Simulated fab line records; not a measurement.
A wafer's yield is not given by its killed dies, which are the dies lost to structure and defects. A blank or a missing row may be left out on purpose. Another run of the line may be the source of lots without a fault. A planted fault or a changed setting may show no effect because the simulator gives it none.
fab line records	flow n5-finfet
[record] lots = 6	wafers = 18	last-day = 18
route steps=1938 shown BEOL_M2@848 BEOL_M4@1111 PASSIVATION@1936
lots untouched by any fault: they come from a run of this same line in which no faults occurred
start-h: start of the lot's first displayed wafer, in hours after the record's first day	wait-h: hours since the lot's step before	" same as the row above	L1.1+2: a single row standing in for several wafers	- no value, or no start was given	* or withheld: withheld	< > ~ a bound
route shown NAME@n: NAME is a module with steps in the file, n the number in the route of the first one	usual: the fault-free wafers' mean and standard deviation	same: alike in all rows	chamber/n: place in a boat	sites: each site's reading	_std_site: how widely they spread, as a standard deviation	_edge_site: outer sites' mean less inner sites'	radius-mm: for every site, how far away it sits from the centre of the wafer	mask NAME#n: copy n	behind: the most recent tool/chamber to have shaped the wafer	hold: the reason the lot was held/the length of the hold in hours/how it ended	device: transistor that didn't switch, given as n, p or np	end of line: at the end of the route, the tests of the same wafers	a step given without rows: its recipe and nothing more	killed: not the wafer's yield, but the dies lost to structure and defects at the first sort	map: a wafer's dies, marking killed ones x, the rest . and places with no die _
set.NAME: the setting as run; set.NAME@STEP: as run at that earlier step	model.NAME: the simulator's own value behind a step, which no gauge read
lots at some steps of the route; a table a step, a row a wafer
services: the hour from which a tool's chamber was out of use, counted from the record's first day as start-h (under 0 if before that day), plus the number of hours and why
[[steps]]
[step N5_BEOL_M2_COAT_05]
[recipe] resist = CAR-EUV	spin-rpm = 1500	resist-thk-nm = 30
[step N5_BEOL_M2_EBR_07]
[recipe] solvent = PGMEA	ebr-width-mm = 1.5
[step N5_BEOL_M2_SOFTBAKE_06]
[recipe] temp-c = 110	time-s = 60	resist = CAR-EUV
[step N5_BEOL_M2_EXPOSE_08]
[recipe] mask-id = M2	na = 0.33	source-shape = dipole	sigma-inner = 0.369	sigma-outer = 0.767	polarization = unpolarized	dose-mj = 41.25
[step N5_BEOL_M2_PEB_09]
[recipe] peb-temp-c = 100	peb-time-s = 60	resist = CAR-EUV
[step N5_BEOL_M2_DEVELOP_10]
[recipe] develop-time-s = 30	developer = TMAH	resist = CAR-EUV	rinse-liquid = surfactant-rinse	dry = air-spin	dev-temp-c = 23
[step N5_BEOL_M2_CD_MEAS_11]
[recipe] target-cd-nm = 16.79	landing-energy-ev = 500	detector = se-inlens	polarity = opening
[usual] cd-nm = 16.84/0.23
lot.wafer	tool	chamber	start-h	wait-h	cd-nm
L947.2	cd-sem-01	0	163.32	-	16.68
L947.5	"	0	"	"	16.55
L947.6	"	0	"	"	16.41
L948.3	cd-sem-02	0	169.36	-	16.87
L948.4	"	0	"	"	16.64
L948.6	"	0	"	"	16.48
L949.1	cd-sem-02	0	174.65	-	16.57
L949.4	"	0	"	"	16.87
L949.5	"	0	"	"	16.62
L955.2	cd-sem-03	0	218.52	-	16.54
L955.3	"	0	"	"	16.67
L955.4	"	0	"	"	16.95
L961.3	cd-sem-02	0	245.36	-	17.30
L961.4	"	0	"	"	17.00
L961.5	"	0	"	"	17.14
L965.1	cd-sem-02	0	282.71	-	16.96
L965.2	"	0	"	"	16.98
L965.5	"	0	"	"	16.90
[step N5_BEOL_M2_OVL_MEAS_12]
[recipe] points-per-wafer = 522
[usual] M2_OVL = -0.3/0.79
lot.wafer	tool	chamber	start-h	wait-h	M2_OVL[nm]
L947.2	overlay-01	0	163.36	0.0	-0.4
L947.5	"	0	"	"	-0.6
L947.6	"	0	"	"	-0.5
L948.3	overlay-01	0	169.40	0.0	-1.4
L948.4	"	0	"	"	0.2
L948.6	"	0	"	"	0.0
L949.1	overlay-01	0	174.68	0.0	0.0
L949.4	"	0	"	"	-0.1
L949.5	"	0	"	"	0.7
L955.2	overlay-02	0	218.55	0.0	-0.4
L955.3	"	0	"	"	-1.0
L955.4	"	0	"	"	-0.3
L961.3	overlay-01	0	245.40	0.0	-2.1
L961.4	"	0	"	"	-0.2
L961.5	"	0	"	"	-0.7
L965.1	overlay-02	0	282.74	0.0	0.3
L965.2	"	0	"	"	1.5
L965.5	"	0	"	"	-0.6
[step N5_BEOL_M2_INSPECT_13]
[recipe] mode = adi	inspect-instrument = brightfield
[usual] raw-defect-count = 431/99
lot.wafer	tool	chamber	start-h	wait-h	raw-defect-count
L947.2	defect-inspect-02	-	163.41	0.0	688
L947.5	"	-	"	"	439
L947.6	"	-	"	"	435
L948.3	defect-inspect-02	-	169.45	0.0	510
L948.4	"	-	"	"	408
L948.6	"	-	"	"	541
L949.1	defect-inspect-02	-	174.74	0.1	360
L949.4	"	-	"	"	369
L949.5	"	-	"	"	373
L955.2	defect-inspect-02	-	218.61	0.0	349
L955.3	"	-	"	"	417
L955.4	"	-	"	"	428
L961.3	defect-inspect-02	-	245.45	0.0	538
L961.4	"	-	"	"	646
L961.5	"	-	"	"	592
L965.1	defect-inspect-01	-	282.80	0.1	424
L965.2	"	-	"	"	338
L965.5	"	-	"	"	334
[step N5_BEOL_M2_DESCUM_16]
[recipe] chemistry = O2	time-s = 7	source-power-w = 50	bias-power-w = 20	pressure-mtorr = 20	rf-frequency-hz = 2.712e+07	temp-c = 40	resist = CAR-EUV	o2-flow-sccm = 225
[usual] drypump-motor-current-A = 5.6/0.53	oes-product-au = 0.78/0.094	rf-vpp-V = 243.3/1.4	showerhead-plenum-p-Torr = 2.11/0.084	throttle-valve-pct = 20.35/0.28
lot.wafer	tool	chamber	start-h	wait-h	drypump-motor-current-A	oes-product-au	rf-hours-counter-h	rf-vpp-V	showerhead-plenum-p-Torr	throttle-valve-pct
L947.2	rie-diel-05	0	163.44	0.0	5.2	0.70	181	243.6	2.06	20.03
L947.5	"	3	"	"	4.8	0.72	-	243.4	2.17	20.39
L947.6	"	2	"	"	6.3	0.71	-	241.5	1.99	20.69
L948.3	rie-diel-03	2	169.48	0.0	4.7	0.69	245	242.5	2.06	20.48
L948.4	"	0	"	"	5.2	0.90	10	244.3	2.21	20.05
L948.6	"	1	"	"	5.4	0.87	-	242.7	2.06	19.95
L949.1	rie-diel-03	1	174.77	0.0	5.4	0.85	25	242.0	2.05	19.95
L949.4	"	3	"	"	6.4	0.76	128	241.0	2.00	20.66
L949.5	"	1	"	"	5.4	0.85	-	242.8	2.05	19.96
L955.2	rie-diel-01	1	218.76	0.2	5.9	0.71	195	245.0	2.17	20.57
L955.3	"	0	"	"	6.0	0.66	224	244.5	2.19	20.72
L955.4	"	2	"	"	5.6	0.89	30	244.5	2.24	20.14
L961.3	rie-diel-01	3	245.48	0.0	5.7	0.86	31	242.1	2.07	20.18
L961.4	"	2	"	"	5.5	0.89	38	246.4	2.24	20.16
L961.5	"	3	"	"	5.7	0.86	-	243.1	2.07	20.20
L965.1	rie-diel-03	0	283.01	0.2	5.2	0.82	48	245.3	2.20	20.11
L965.2	"	1	"	"	5.4	0.82	61	241.4	2.04	20.01
L965.5	"	3	"	"	6.5	0.72	-	242.3	1.99	20.72
[step N5_BEOL_M2_ETCH_74]
[recipe] chemistry = N2/H2	target = underlayer	target-depth-a = 65	mask-material = CAR-EUV	time-s = 5.2	ion-energy-ev = 200	pressure-mtorr = 30	source-w = 840	bias-w = 150	n2-flow-sccm = 200	h2-flow-sccm = 200	ends = cleared
[usual] drypump-motor-current-A = 5.6/0.53	etch-rf-on-time-s = 5.23/0.18	h2-flow-sccm = 200.0/0.59	oes-product-au = 0.67/0.08	rf-vpp-V = 524.2/2.9	showerhead-plenum-p-Torr = 2.55/0.097	throttle-valve-pct = 17.7/0.34
lot.wafer	tool	chamber	start-h	wait-h	drypump-motor-current-A	etch-rf-on-time-s	h2-flow-sccm	oes-product-au	rf-hours-counter-h	rf-vpp-V	showerhead-plenum-p-Torr	throttle-valve-pct
L947.2	rie-diel-05	0	163.48	0.0	5.2	5.50	200.7	0.60	181	523.1	2.52	17.5
L947.5	"	3	"	"	4.8	5.12	200.4	0.62	-	527.6	2.64	17.9
L947.6	"	2	"	"	6.2	5.20	199.6	0.60	-	521.8	2.44	18.2
L948.3	rie-diel-03	2	169.51	0.0	4.7	5.14	199.4	0.59	246	523.9	2.51	18.0
L948.4	"	0	"	"	5.2	5.35	200.3	0.77	10	528.1	2.70	17.5
L948.6	"	1	"	"	5.4	4.98	200.6	0.76	-	523.8	2.47	17.2
L949.1	rie-diel-03	1	174.81	0.0	5.4	4.97	200.0	0.76	25	521.3	2.47	17.2
L949.4	"	3	"	"	6.5	5.08	200.6	0.64	128	521.9	2.45	18.2
L949.5	"	1	"	"	5.4	5.06	200.6	0.76	-	522.7	2.47	17.2
L955.2	rie-diel-01	1	218.80	0.0	5.9	5.18	200.0	0.60	195	524.6	2.62	18.0
L955.3	"	0	"	"	6.0	5.29	200.0	0.58	224	525.2	2.62	18.0
L955.4	"	2	"	"	5.5	5.05	200.3	0.77	30	527.8	2.70	17.3
L961.3	rie-diel-01	3	245.52	0.0	5.7	5.55	200.1	0.71	31	522.4	2.48	17.4
L961.4	"	2	"	"	5.6	5.01	200.7	0.77	38	528.6	2.70	17.4
L961.5	"	3	"	"	5.7	5.50	199.7	0.72	-	521.4	2.48	17.4
L965.1	rie-diel-03	0	283.04	0.0	5.2	5.46	200.0	0.70	48	526.9	2.68	17.6
L965.2	"	1	"	"	5.4	5.05	200.6	0.71	61	523.4	2.45	17.3
L965.5	"	3	"	"	6.4	5.13	201.5	0.62	-	522.4	2.43	18.2
[step N5_BEOL_M2_ETCH_63]
[recipe] chemistry = CF4	target = SiARC	target-depth-a = 156	mask-material = CAR-EUV	time-s = 26	ion-energy-ev = 80	pressure-mtorr = 40	source-w = 545	bias-w = 36	Ar_flow_sccm = 100	cf4-flow-sccm = 100	ends = cleared
[usual] drypump-motor-current-A = 5.6/0.53	etch-rf-on-time-s = 26.1/0.91	oes-product-au = 0.68/0.081	rf-vpp-V = 184.1/1.3	showerhead-plenum-p-Torr = 2.15/0.083	throttle-valve-pct = 15.50/0.27
lot.wafer	tool	chamber	start-h	wait-h	drypump-motor-current-A	etch-rf-on-time-s	oes-product-au	rf-hours-counter-h	rf-vpp-V	showerhead-plenum-p-Torr	throttle-valve-pct
L947.2	rie-diel-05	0	163.49	0.0	5.2	26.9	0.60	181	184.2	2.13	15.47
L947.5	"	3	"	"	4.8	25.2	0.63	-	184.1	2.22	15.65
L947.6	"	2	"	"	6.2	25.4	0.61	-	183.7	2.06	15.90
L948.3	rie-diel-03	2	169.53	0.0	4.7	25.7	0.59	246	183.0	2.10	15.66
L948.4	"	0	"	"	5.2	26.7	0.78	10	184.8	2.30	15.32
L948.6	"	1	"	"	5.4	25.2	0.76	-	183.5	2.09	15.10
L949.1	rie-diel-03	1	174.82	0.0	5.4	25.0	0.76	25	183.2	2.09	15.11
L949.4	"	3	"	"	6.4	25.6	0.66	128	184.1	2.06	15.82
L949.5	"	1	"	"	5.4	25.2	0.76	-	183.3	2.09	15.10
L955.2	rie-diel-01	1	218.81	0.0	5.9	26.3	0.60	195	185.8	2.20	15.75
L955.3	"	0	"	"	6.0	26.9	0.58	224	183.4	2.18	15.66
L955.4	"	2	"	"	5.6	25.0	0.78	30	185.1	2.28	15.25
L961.3	rie-diel-01	3	245.53	0.0	5.7	27.9	0.71	31	184.3	2.09	15.25
L961.4	"	2	"	"	5.6	25.4	0.76	38	185.5	2.27	15.25
L961.5	"	3	"	"	5.7	27.3	0.73	-	183.9	2.09	15.24
L965.1	rie-diel-03	0	283.06	0.0	5.2	27.1	0.70	48	184.3	2.28	15.43
L965.2	"	1	"	"	5.4	25.0	0.71	61	184.0	2.08	15.17
L965.5	"	3	"	"	6.5	25.4	0.63	-	184.1	2.05	15.90
[step N5_BEOL_M2_ETCH_64]
[recipe] chemistry = N2/H2	target = SOC	target-depth-a = 750	overetch-a = 225	mask-material = SiARC	temp-c = 40	time-s = 121.9	ion-energy-ev = 200	pressure-mtorr = 30	source-w = 840	bias-w = 150	n2-flow-sccm = 200	h2-flow-sccm = 200
[usual] drypump-motor-current-A = 5.6/0.53	h2-flow-sccm = 200.0/0.55	oes-product-au = 0.60/0.069	rf-vpp-V = 524.2/2.9	showerhead-plenum-p-Torr = 2.55/0.097	throttle-valve-pct = 17.7/0.34
lot.wafer	tool	chamber	start-h	wait-h	drypump-motor-current-A	h2-flow-sccm	oes-product-au	rf-hours-counter-h	rf-vpp-V	showerhead-plenum-p-Torr	throttle-valve-pct	model.SiARC_of_BEOL_M2_COAT_62.thk-nm
L947.2	rie-diel-05	0	163.52	0.0	5.2	199.8	0.55	181	523.9	2.52	17.4	6.8
L947.5	"	3	"	"	4.8	201.3	0.55	-	527.0	2.64	17.8	6
L947.6	"	2	"	"	6.2	200.3	0.54	-	520.0	2.44	18.2	6.4
L948.3	rie-diel-03	2	169.56	0.0	4.7	199.7	0.52	246	521.3	2.51	17.9	6.4
L948.4	"	0	"	"	5.2	199.7	0.67	10	529.3	2.70	17.5	6
L948.6	"	1	"	"	5.4	200.0	0.66	-	522.1	2.47	17.2	6.2
L949.1	rie-diel-03	1	174.85	0.0	5.4	199.7	0.64	25	523.0	2.47	17.2	5.6
L949.4	"	3	"	"	6.5	199.8	0.55	128	520.4	2.45	18.1	5.6
L949.5	"	1	"	"	5.4	199.8	0.64	-	523.2	2.47	17.2	5.6
L955.2	rie-diel-01	1	218.84	0.0	5.9	200.4	0.53	195	527.5	2.62	17.9	6.2
L955.3	"	0	"	"	6.0	200.8	0.53	224	526.3	2.62	18.0	6.4
L955.4	"	2	"	"	5.6	200.0	0.68	30	525.4	2.70	17.3	6.2
L961.3	rie-diel-01	3	245.56	0.0	5.7	199.8	0.66	31	522.2	2.48	17.4	6.6
L961.4	"	2	"	"	5.5	200.2	0.67	38	528.7	2.70	17.3	6.2
L961.5	"	3	"	"	5.7	200.1	0.66	-	521.2	2.48	17.4	6.6
L965.1	rie-diel-03	0	283.09	0.0	5.2	199.7	0.64	48	527.5	2.68	17.6	6.6
L965.2	"	1	"	"	5.4	200.4	0.63	61	522.6	2.45	17.2	6
L965.5	"	3	"	"	6.4	200.0	0.55	-	519.7	2.43	18.2	6.2
[step N5_BEOL_M2_STRIP_65]
[recipe] chemistry = N2/H2	temp-c = 40	n2-flow-sccm = 200	h2-flow-sccm = 200	rf-frequency-hz = 6e+07
[step N5_BEOL_M2_STRIP_75]
[recipe] chemistry = N2/H2	temp-c = 40	n2-flow-sccm = 200	h2-flow-sccm = 200	rf-frequency-hz = 6e+07
[step N5_BEOL_M2_STRIP_66]
[recipe] chemistry = CF4	resist = SiARC	power-w = 300	bias-power-w = 75	pressure-mtorr = 50	cf4-flow-sccm = 150	rf-frequency-hz = 6e+07
[usual] drypump-motor-current-A = 5.6/0.53	oes-product-au = 0.78/0.09	rf-vpp-V = 271.3/1.8	showerhead-plenum-p-Torr = 1.80/0.067	throttle-valve-pct = 13.48/0.3
lot.wafer	tool	chamber	start-h	wait-h	drypump-motor-current-A	oes-product-au	rf-hours-counter-h	rf-vpp-V	showerhead-plenum-p-Torr	throttle-valve-pct
L947.2	rie-diel-05	0	163.65	0.0	5.2	0.71	181	270.5	1.78	13.49
L947.5	"	3	"	"	4.8	0.71	-	272.4	1.86	13.65
L947.6	"	2	"	"	6.2	0.70	-	269.1	1.72	13.84
L948.3	rie-diel-03	2	169.69	0.0	4.7	0.68	246	269.9	1.77	13.69
L948.4	"	0	"	"	5.2	0.92	10	275.2	1.91	13.20
L948.6	"	1	"	"	5.4	0.87	-	269.9	1.74	13.03
L949.1	rie-diel-03	1	174.99	0.0	5.4	0.86	25	270.8	1.74	13.03
L949.4	"	3	"	"	6.4	0.75	129	268.9	1.74	13.82
L949.5	"	1	"	"	5.4	0.87	-	271.2	1.74	13.03
L955.2	rie-diel-01	1	218.98	0.0	5.9	0.70	195	270.9	1.85	13.79
L955.3	"	0	"	"	6.0	0.69	224	271.6	1.83	13.70
L955.4	"	2	"	"	5.6	0.89	30	272.3	1.91	13.23
L961.3	rie-diel-01	3	245.70	0.0	5.7	0.87	31	271.0	1.76	13.22
L961.4	"	2	"	"	5.5	0.87	38	273.7	1.91	13.24
L961.5	"	3	"	"	5.7	0.86	-	270.3	1.76	13.23
L965.1	rie-diel-03	0	283.22	0.0	5.2	0.84	48	271.7	1.89	13.29
L965.2	"	1	"	"	5.4	0.82	61	270.9	1.73	13.11
L965.5	"	3	"	"	6.4	0.72	-	269.8	1.73	13.90
[step N5_BEOL_M2_HM_OPEN_17]
[recipe] chemistry = Cl2/BCl3	target-depth-a = 200	overetch-a = 60	target = TiN	mask-material = SOC	ion-energy-ev = 150	pressure-mtorr = 10	icp-w = 1000	bias-w = 126	Cl2_flow_sccm = 53.25	bcl3-flow-sccm = 21.75	Ar_flow_sccm = 25
[usual] drypump-motor-current-A = 5.51/0.29	oes-product-au = 0.70/0.11	throttle-valve-pct = 22.27/0.26
lot.wafer	tool	chamber	start-h	wait-h	drypump-motor-current-A	oes-product-au	rf-hours-counter-h	throttle-valve-pct	model.etch.depth-nm
L947.2	rie-metal-01	0	163.70	0.0	5.49	0.78	5	22.56	20.2
L947.5	"	1	"	"	5.63	0.79	-	21.76	20.45
L947.6	"	0	"	"	5.46	0.79	-	22.58	19.89
L948.3	rie-metal-03	0	169.76	0.1	5.67	0.62	-	22.24	20.24
L948.4	"	1	"	"	5.94	0.67	-	22.47	19.55
L948.6	"	0	"	"	5.69	0.63	-	22.27	20.09
L949.1	rie-metal-01	0	175.03	0.0	5.46	0.76	6	22.60	19.06
L949.4	"	0	"	"	5.47	0.74	-	22.61	18.82
L949.5	"	1	"	"	5.62	0.76	-	21.82	18.96
L955.2	rie-metal-02	0	219.05	0.1	4.92	0.52	-	22.38	19.65
L955.3	"	0	"	"	4.92	0.51	-	22.39	19.38
L955.4	"	0	"	"	4.91	0.51	-	22.40	19.63
L961.3	rie-metal-01	0	245.77	0.1	5.50	0.73	-	22.60	19.66
L961.4	"	1	"	"	5.64	0.76	-	21.78	20.2
L961.5	"	0	"	"	5.50	0.73	-	22.59	19.65
L965.1	rie-metal-02	0	283.26	0.0	4.93	0.79	3	22.02	19.64
L965.2	"	1	"	"	5.50	0.79	7	22.25	19.59
L965.5	"	1	"	"	5.50	0.79	-	22.26	19.83
[step N5_BEOL_M2_STRIP_19]
[recipe] chemistry = O2	power-w = 400	temp-c = 40	pressure-mtorr = 30	rf-frequency-hz = 6e+07	bias-power-w = 0	overash-fraction = 0.2	o2-flow-sccm = 225
[usual] drypump-motor-current-A = 5.6/0.52	oes-product-au = 0.77/0.093	rf-vpp-V = 3.6/0.48	showerhead-plenum-p-Torr = 2.11/0.084	throttle-valve-pct = 16.63/0.27
lot.wafer	tool	chamber	start-h	wait-h	drypump-motor-current-A	oes-product-au	rf-hours-counter-h	rf-vpp-V	showerhead-plenum-p-Torr	throttle-valve-pct
L947.2	rie-diel-03	1	163.81	0.1	5.4	0.87	22	4.0	2.06	16.22
L947.5	"	1	"	"	5.4	0.86	-	4.1	2.06	16.22
L947.6	"	0	"	"	5.2	0.92	-	3.2	2.22	16.24
L948.3	rie-diel-03	3	169.84	0.1	6.4	0.76	127	3.9	2.01	16.84
L948.4	"	0	"	"	5.2	0.90	10	4.1	2.22	16.27
L948.6	"	3	"	"	6.5	0.76	-	4.3	2.01	16.85
L949.1	rie-diel-03	0	175.26	0.2	5.2	0.90	11	4.3	2.22	16.27
L949.4	"	2	"	"	4.7	0.69	247	3.0	2.07	16.74
L949.5	"	2	"	"	4.7	0.69	-	4.1	2.07	16.77
L955.2	rie-diel-03	3	219.22	0.1	6.4	0.74	145	4.0	2.00	16.88
L955.3	"	2	"	"	4.7	0.96	6	3.7	2.06	16.28
L955.4	"	1	"	"	5.4	0.82	41	3.7	2.05	16.27
L961.3	rie-diel-05	1	245.85	0.1	5.4	0.69	208	3.7	2.08	16.95
L961.4	"	3	"	"	4.8	0.70	-	3.7	2.16	16.73
L961.5	"	0	"	"	5.2	0.68	-	3.4	2.06	16.45
L965.1	rie-diel-01	0	283.37	0.1	6.0	0.65	248	3.7	2.18	17.02
L965.2	"	1	"	"	5.9	0.68	219	2.7	2.16	16.89
L965.5	"	3	"	"	5.7	0.84	-	4.5	2.07	16.44
[step N5_BEOL_M4_RC_MEAS_101]
[usual] DIBL_N = 37.0/2.3	DIBL_P = 37.3/2.8	IOFF_N = 0.17/0.046	IOFF_P = 0.23/0.054	ION_N = 675/14	ION_P = 460/9.3	SS_N = 71.7/0.73	SS_P = 73.6/0.95	VT_N = 249/3.9	VT_P = -250/3.9
lot.wafer	tool	chamber	start-h	wait-h	DIBL_N[mV/V]	DIBL_P[mV/V]	IOFF_N[nA/um]	IOFF_P[nA/um]	ION_N[uA/um]	ION_P[uA/um]	SS_N[mV/dec]	SS_P[mV/dec]	VT_N[mV]	VT_P[mV]
L948.3	prober-02	0	200.49	0.3	36.3	37.5	0.15	0.20	673	459	72.3	72.8	251	-253
L948.4	"	0	"	"	35.3	36.8	0.14	0.20	679	465	71.1	73.3	251	-253
L948.6	"	0	"	"	35.1	36.4	0.14	0.18	672	454	71.8	73.1	252	-255
L947.2	prober-01	0	201.37	0.2	33.2	34.3	0.12	0.19	649	454	71.3	72.5	254	-252
L947.5	"	0	"	"	36.4	38.4	0.19	0.26	687	477	72.0	73.3	247	-246
L947.6	"	0	"	"	37.0	39.1	0.20	0.27	690	470	71.7	73.7	245	-247
L949.1	prober-01	0	209.26	0.0	34.9	35.9	0.13	0.15	669	448	71.1	73.2	255	-260
L949.4	"	0	"	"	34.7	36.1	0.13	0.16	667	455	71.3	73.0	252	-257
L949.5	"	0	"	"	39.3	40.4	0.22	0.21	689	456	72.4	74.9	247	-253
L955.2	prober-02	0	251.04	0.2	37.3	39.3	0.23	0.29	695	473	71.2	74.5	241	-242
L955.3	"	0	"	"	35.5	37.2	0.19	0.25	679	470	71.1	73.6	243	-248
L955.4	"	0	"	"	38.5	40.0	0.26	0.32	691	472	72.5	74.4	242	-243
L961.3	prober-02	0	289.24	0.3	38.5	37.5	0.19	0.24	700	472	70.6	74.1	249	-247
L961.4	"	0	"	"	39.1	37.4	0.20	0.24	684	461	71.6	74.4	249	-248
L961.5	"	0	"	"	41.1	39.3	0.25	0.29	691	463	72.0	75.2	244	-247
L965.1	prober-01	0	317.82	0.0	38.0	41.1	0.18	0.23	674	454	72.3	74.7	250	-254
L965.2	"	0	"	"	38.0	40.4	0.19	0.21	681	459	72.0	73.8	250	-251
L965.5	"	0	"	"	37.7	39.3	0.19	0.20	666	449	72.0	74.9	249	-256
[step N5_PASSIVATION_PROBE_49]
[usual] defect-limited-yield = 91.5/1.3	killed_at_M0_to_M3 = 36/10	killed_at_M4_up = 13/4.7	killed-at-contacts = 13/6.7	killed-at-front-end = 37/9.7	killed-at-other = 2.6/2.3	killed-dies = 101/15	killed-on-rim = 14/4.3	killed-open = 67/12	killed-short = 32/6.7	sort_bin_5_function = 5.0/0.89	sort_bin_6_memory = 3.2/0.63	sort_bin_8_speed = 0.01/0.03	sort-n-pass = 1079/16	sort-yield-pct = 91.4/1.4
[same] gross-dies = 1180	killed-at-back-side = 0	sort_bin_4_leakage[%] = 0
lot.wafer	tool	chamber	start-h	wait-h	defect-limited-yield[%]	killed_at_M0_to_M3	killed_at_M4_up	killed-at-contacts	killed-at-front-end	killed-at-other	killed-dies	killed-on-rim	killed-open	killed-short	sort_bin_5_function[%]	sort_bin_6_memory[%]	sort_bin_8_speed[%]	sort-n-pass	sort-yield-pct[%]
L961.3	prober-02	-	387.10	0.1	92.3	40	12	21	17	1	91	5	68	21	4.7	2.5	0	1089	92.3
L961.4	prober-02	-	387.15	0.2	93.3	24	9	7	38	1	79	11	51	25	4.1	2.5	0	1101	93.3
L961.5	prober-02	-	387.20	0.2	93.2	31	12	12	25	0	80	14	51	25	4.0	2.8	0	1100	93.2
// killed by level:class
L961.3 MOL_CONTACT_COAG:geometric-particle:open=17 BEOL_M3:geometric-particle:open=15 BEOL_M1:geometric-particle:open=9 BEOL_M3:geometric-particle:short=7 BEOL_M7:geometric-particle:open=5 MOL_CONTACT_COAG:geometric-particle:short=4 STI_FIN_REVEAL:geometric-particle:open=3 GATE_CUT:geometric-particle:open=3
L961.4 STI_FIN_REVEAL:geometric-particle:open=9 FIN_SAQP:geometric-particle:open=6 MOL_CONTACT_COAG:geometric-particle:open=6 BEOL_M1:geometric-particle:open=6 GATE_CUT:geometric-particle:short=5 BEOL_M2:geometric-particle:open=5 STARTING-WAFER:geometric-particle:short=4 FIN_SAQP:geometric-particle:short=3
L961.5 STI_FIN_REVEAL:geometric-particle:open=10 MOL_CONTACT_COAG:geometric-particle:open=9 BEOL_M3:geometric-particle:open=8 BEOL_M1:geometric-particle:short=6 BEOL_M1:geometric-particle:open=6 STI_FIN_REVEAL:geometric-particle:short=5 FIN_CUT:area-etch=4 MOL_CONTACT_COAG:geometric-particle:short=3
[[services]]
tool	chamber	start-h	hours	kind
rie-metal-01	1	176.04	4.8	repair
rie-diel-03	2	183.21	-	clean
rie-diel-03	2	183.21	-	consumable-replace:focus-ring
rie-diel-03	2	183.21	17.9	scheduled-down
rie-diel-03	2	183.21	17.9	vent-cycle
rie-metal-02	1	204.81	-	clean
rie-metal-02	1	204.81	15.8	scheduled-down
rie-metal-02	1	204.81	15.8	vent-cycle
rie-metal-02	0	220.62	-	clean
rie-metal-02	0	220.62	19.0	scheduled-down
rie-metal-02	0	220.62	19.0	vent-cycle
rie-diel-05	3	226.98	4.9	repair
rie-diel-01	2	234.02	5.6	repair
rie-diel-05	2	241.81	11.7	repair
rie-metal-03	-	242.53	0.8	repair
rie-metal-02	-	260.14	0.2	repair
rie-metal-02	-	268.16	2.8	pm
[[key]]
first-sign none at tools or gauges
[model-effect] step = N5_BEOL_M2_ETCH_64	value = SiARC_of_BEOL_M2_COAT_62.thk-nm	without = 6.25	struck = 5.7
[model-effect] step = N5_BEOL_M2_HM_OPEN_17	value = etch.depth-nm	without = 20.08	struck = 19.1
met-at N5_BEOL_M2_ETCH_64
struck-wafers L948.4,L949.1,L949.4,L949.5
[fault] kind = process-parameter-drift	tool = rie-diel-03	chamber = -	onset-h = 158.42	steps = N5_BEOL_M2_ETCH_64	channel = time-s	offset = *	shape = step	end-h = 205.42	scope = struck-wafers-only	acts-in = *	stated = *
